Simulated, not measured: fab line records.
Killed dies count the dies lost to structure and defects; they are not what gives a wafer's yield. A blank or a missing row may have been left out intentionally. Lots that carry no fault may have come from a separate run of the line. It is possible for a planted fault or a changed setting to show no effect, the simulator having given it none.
Chamber matching | flow n5Finfet | N5_BEOL_M7_STRIP_36 on rieDiel-04: 4 sister chambers
The step strips in N2/H2. 22 wafers are shown with their chamber, then 11 later ones without.

EACH WAFER AND ITS CHAMBER
wafer  | chamber | throttleValvePct (%) | showerheadPlenumPTorr (Torr) | oesProductAu (a.u.)
L076.2 | 2       | 23.78                | 2.62                         | 0.74
L076.3 | 0       | 23.76                | 2.50                         | 0.70
L076.6 | 0       | 23.78                | 2.50                         | 0.71
L080.2 | 0       | 23.76                | 2.50                         | 0.72
L080.3 | 1       | 23.23                | 2.63                         | 0.74
L080.4 | 3       | 23.14                | 2.62                         | 0.98
L079.1 | 3       | 23.16                | 2.62                         | 0.99
L079.3 | 1       | 23.24                | 2.63                         | 0.72
L079.5 | 3       | 23.14                | 2.62                         | 0.98
L078.1 | 3       | 23.12                | 2.62                         | 0.98
L078.2 | 2       | 23.74                | 2.62                         | 0.71
L078.6 | 1       | 23.26                | 2.63                         | 0.72
L081.1 | 1       | 23.25                | 2.63                         | 0.72
L081.3 | 2       | 23.77                | 2.62                         | 0.71
L081.6 | 2       | 23.72                | 2.62                         | 0.71
L082.2 | 3       | 23.13                | 2.61                         | 0.96
L082.3 | 2       | 23.76                | 2.62                         | 0.71
L082.6 | 0       | 23.76                | 2.49                         | 0.70
L085.2 | 3       | 23.18                | 2.61                         | 0.97
L085.5 | 1       | 23.25                | 2.62                         | 0.73
L085.6 | 2       | 23.75                | 2.62                         | 0.71
L087.2 | 0       | 23.80                | 2.49                         | 0.70

SIGNATURES (means of the wafers above)
reading               | chamber 0 | chamber 1 | chamber 2 | chamber 3 | scatter within a chamber
throttleValvePct      | 23.7720   | 23.2460   | 23.7533   | 23.1450   | 0.019
showerheadPlenumPTorr | 2.4960    | 2.6280    | 2.6200    | 2.6167    | 0.0043
oesProductAu          | 0.7060    | 0.7260    | 0.7150    | 0.9767    | 0.0103
Rule: for each reading, subtract the chamber's mean from the wafer's reading, divide by that reading's scatter and square the result; add these up over the readings and take the root, which gives the wafer's distance from the chamber. The wafer belongs to the nearest chamber; if the next one is less than 2 further off, it can't be placed. How the scatter is found: for the shown wafers, subtract from each reading the mean of its chamber, square and add these, divide the total by (wafers less chambers), then take the root.

WAFERS WITHOUT THEIR CHAMBER
wafer  | throttleValvePct (%) | showerheadPlenumPTorr (Torr) | oesProductAu (a.u.)
L087.4 | 23.78                | 2.61                         | 0.70
L087.6 | 23.27                | 2.62                         | 0.71
L088.1 | 23.18                | 2.61                         | 0.93
L088.5 | 23.79                | 2.49                         | 0.70
L088.6 | 23.26                | 2.62                         | 0.71
L092.1 | 23.81                | 2.49                         | 0.71
L092.2 | 23.26                | 2.62                         | 0.72
L092.4 | 23.78                | 2.61                         | 0.70
L097.1 | 23.78                | 2.61                         | 0.69
L097.4 | 23.29                | 2.62                         | 0.71
L097.6 | 23.27                | 2.62                         | 0.70

CHAMBER TAKEN BY EACH
wafer  | from the rows above | in truth
L087.4 | 2                   | 2
L087.6 | 1                   | 1
L088.1 | 3                   | 3
L088.5 | 0                   | 0
L088.6 | 1                   | 1
L092.1 | 0                   | 0
L092.2 | 1                   | 1
L092.4 | 2                   | 2
L097.1 | 2                   | 2
L097.4 | 1                   | 1
L097.6 | 1                   | 1
Correct placement for 11 of the 11. Left unplaced by these rows: 0. Placed wrongly: 0.
